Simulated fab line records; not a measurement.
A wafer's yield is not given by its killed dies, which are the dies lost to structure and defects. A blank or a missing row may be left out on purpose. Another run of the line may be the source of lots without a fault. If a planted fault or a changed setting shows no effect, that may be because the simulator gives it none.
Split-lot trial / flow n5Finfet / 21 wafers read across 7 lots, on a route 1938 steps long

== THE SPLIT ==
At N5_MOL_CONTACT_COAG_COAT_62 (time 60 s, resist thk 60 nm), the setting spinRpm was moved away from the recipe's 1500 rpm on 7 of the 21 wafers read, by -9.7% to +6.5%. For the rest of the wafers, this setting stayed at what the recipe calls for.

Reading taken at the split's own step.

== THE READING ==
SOC_of_MOL_CONTACT_COAG_COAT_62.thkNm (the simulator's own value, which no gauge read), in nm, at N5_MOL_CONTACT_COAG_COAT_62 (time 60 s, resist thk 60 nm). No usual value for it is given in the file. Across the 14 wafers here that went through the recipe, the average is 59.9 nm and the standard deviation 0.15 nm.

wafer=L076.1; tool, chamber at the split=lithoTrack-01, 0; spinRpm as run, rpm=1354; against the recipe=-9.7%; SOC_of_MOL_CONTACT_COAG_COAT_62.thkNm, nm=63.2; against lot-mates on the recipe=+3.2
wafer=L076.4; tool, chamber at the split=lithoTrack-01, 0; spinRpm as run, rpm=1354; against the recipe=-9.7%; SOC_of_MOL_CONTACT_COAG_COAT_62.thkNm, nm=63.2; against lot-mates on the recipe=+3.2
wafer=L076.5; tool, chamber at the split=lithoTrack-01, 0; spinRpm as run, rpm=1500; against the recipe=recipe; SOC_of_MOL_CONTACT_COAG_COAT_62.thkNm, nm=60; against lot-mates on the recipe=-
wafer=L079.3; tool, chamber at the split=lithoTrack-01, 0; spinRpm as run, rpm=1500; against the recipe=recipe; SOC_of_MOL_CONTACT_COAG_COAT_62.thkNm, nm=59.8; against lot-mates on the recipe=-
wafer=L079.6; tool, chamber at the split=lithoTrack-01, 0; spinRpm as run, rpm=1500; against the recipe=recipe; SOC_of_MOL_CONTACT_COAG_COAT_62.thkNm, nm=59.8; against lot-mates on the recipe=-
wafer=L079.4; tool, chamber at the split=lithoTrack-01, 0; spinRpm as run, rpm=1380; against the recipe=-8.0%; SOC_of_MOL_CONTACT_COAG_COAT_62.thkNm, nm=62.4; against lot-mates on the recipe=+2.6
wafer=L080.4; tool, chamber at the split=lithoTrack-03, 0; spinRpm as run, rpm=1500; against the recipe=recipe; SOC_of_MOL_CONTACT_COAG_COAT_62.thkNm, nm=59.8; against lot-mates on the recipe=-
wafer=L080.5; tool, chamber at the split=lithoTrack-03, 0; spinRpm as run, rpm=1500; against the recipe=recipe; SOC_of_MOL_CONTACT_COAG_COAT_62.thkNm, nm=60; against lot-mates on the recipe=-
wafer=L080.6; tool, chamber at the split=lithoTrack-03, 0; spinRpm as run, rpm=1500; against the recipe=recipe; SOC_of_MOL_CONTACT_COAG_COAT_62.thkNm, nm=60; against lot-mates on the recipe=-
wafer=L084.1; tool, chamber at the split=lithoTrack-03, 0; spinRpm as run, rpm=1443; against the recipe=-3.8%; SOC_of_MOL_CONTACT_COAG_COAT_62.thkNm, nm=61; against lot-mates on the recipe=+1.1
wafer=L084.4; tool, chamber at the split=lithoTrack-03, 0; spinRpm as run, rpm=1500; against the recipe=recipe; SOC_of_MOL_CONTACT_COAG_COAT_62.thkNm, nm=59.8; against lot-mates on the recipe=-
wafer=L084.5; tool, chamber at the split=lithoTrack-03, 0; spinRpm as run, rpm=1500; against the recipe=recipe; SOC_of_MOL_CONTACT_COAG_COAT_62.thkNm, nm=60; against lot-mates on the recipe=-
wafer=L090.1; tool, chamber at the split=lithoTrack-01, 0; spinRpm as run, rpm=1500; against the recipe=recipe; SOC_of_MOL_CONTACT_COAG_COAT_62.thkNm, nm=59.8; against lot-mates on the recipe=-
wafer=L090.4; tool, chamber at the split=lithoTrack-01, 0; spinRpm as run, rpm=1500; against the recipe=recipe; SOC_of_MOL_CONTACT_COAG_COAT_62.thkNm, nm=59.8; against lot-mates on the recipe=-
wafer=L090.2; tool, chamber at the split=lithoTrack-01, 0; spinRpm as run, rpm=1500; against the recipe=recipe; SOC_of_MOL_CONTACT_COAG_COAT_62.thkNm, nm=59.6; against lot-mates on the recipe=-
wafer=L095.1; tool, chamber at the split=lithoTrack-03, 0; spinRpm as run, rpm=1500; against the recipe=recipe; SOC_of_MOL_CONTACT_COAG_COAT_62.thkNm, nm=60; against lot-mates on the recipe=-
wafer=L095.2; tool, chamber at the split=lithoTrack-03, 0; spinRpm as run, rpm=1598; against the recipe=+6.5%; SOC_of_MOL_CONTACT_COAG_COAT_62.thkNm, nm=58.2; against lot-mates on the recipe=-1.8
wafer=L095.4; tool, chamber at the split=lithoTrack-03, 0; spinRpm as run, rpm=1598; against the recipe=+6.5%; SOC_of_MOL_CONTACT_COAG_COAT_62.thkNm, nm=58.4; against lot-mates on the recipe=-1.6
wafer=L097.1; tool, chamber at the split=lithoTrack-01, 0; spinRpm as run, rpm=1435; against the recipe=-4.3%; SOC_of_MOL_CONTACT_COAG_COAT_62.thkNm, nm=61.4; against lot-mates on the recipe=+1.3
wafer=L097.5; tool, chamber at the split=lithoTrack-01, 0; spinRpm as run, rpm=1500; against the recipe=recipe; SOC_of_MOL_CONTACT_COAG_COAT_62.thkNm, nm=60; against lot-mates on the recipe=-
wafer=L097.6; tool, chamber at the split=lithoTrack-01, 0; spinRpm as run, rpm=1500; against the recipe=recipe; SOC_of_MOL_CONTACT_COAG_COAT_62.thkNm, nm=60.2; against lot-mates on the recipe=-

THE FIT
A straight line over all 21 wafers: SOC_of_MOL_CONTACT_COAG_COAT_62.thkNm changes by -0.307 nm for each +1% of spinRpm; r = -0.99; the points scatter about the line by 0.2 nm.
The same after taking each lot's own level away (the mean of its wafers on the recipe; 21 wafers): -0.306 nm for each +1%; r = -0.99; scatter 0.14 nm.
According to that fit, moving spinRpm by its largest amount changes the reading by 3 nm.
Across the lots, their own levels run from 59.73 to 60.10 nm, a range of 2.5 times the standard deviation given above.
The two slopes agree, so the slope changes little with the lot-to-lot level.
Check: with one of the wafers moved furthest among these (-9.7%) left out of the fit, the line predicts +2.97 nm for it against its lot-mates. Against them it came out at +3.2 nm.

== OTHER SPLITS APPLIED TO THESE WAFERS ==
These wafers also went through other splits before the reading. Each is held against what the fit with the lots' levels taken away leaves over:
other split on the same wafers=N5_SDB_COAT_03 spinRpm; wafers away from the commonest value=9; r with SOC_of_MOL_CONTACT_COAG_COAT_62.thkNm (lot level and that fit taken away)=-0.27
other split on the same wafers=N5_HKMG_FIN_ETCH_54 sourceW; wafers away from the commonest value=6; r with SOC_of_MOL_CONTACT_COAG_COAT_62.thkNm (lot level and that fit taken away)=+0.07
other split on the same wafers=N5_HKMG_FIN_ETCH_58 biasW; wafers away from the commonest value=4; r with SOC_of_MOL_CONTACT_COAG_COAT_62.thkNm (lot level and that fit taken away)=-0.08
other split on the same wafers=N5_MOL_CONTACT_COAG_CMP_23 downForcePsi; wafers away from the commonest value=7; r with SOC_of_MOL_CONTACT_COAG_COAT_62.thkNm (lot level and that fit taken away)=+0.25
other split on the same wafers=N5_MOL_CONTACT_COAG_ALD_27 aldCycles; wafers away from the commonest value=7; r with SOC_of_MOL_CONTACT_COAG_COAT_62.thkNm (lot level and that fit taken away)=+0.18

== THE FILE'S OWN FIT ==
SOC_of_MOL_CONTACT_COAG_COAT_62.thkNm changes by -0.311 nm for each +1% of spinRpm, r = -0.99.
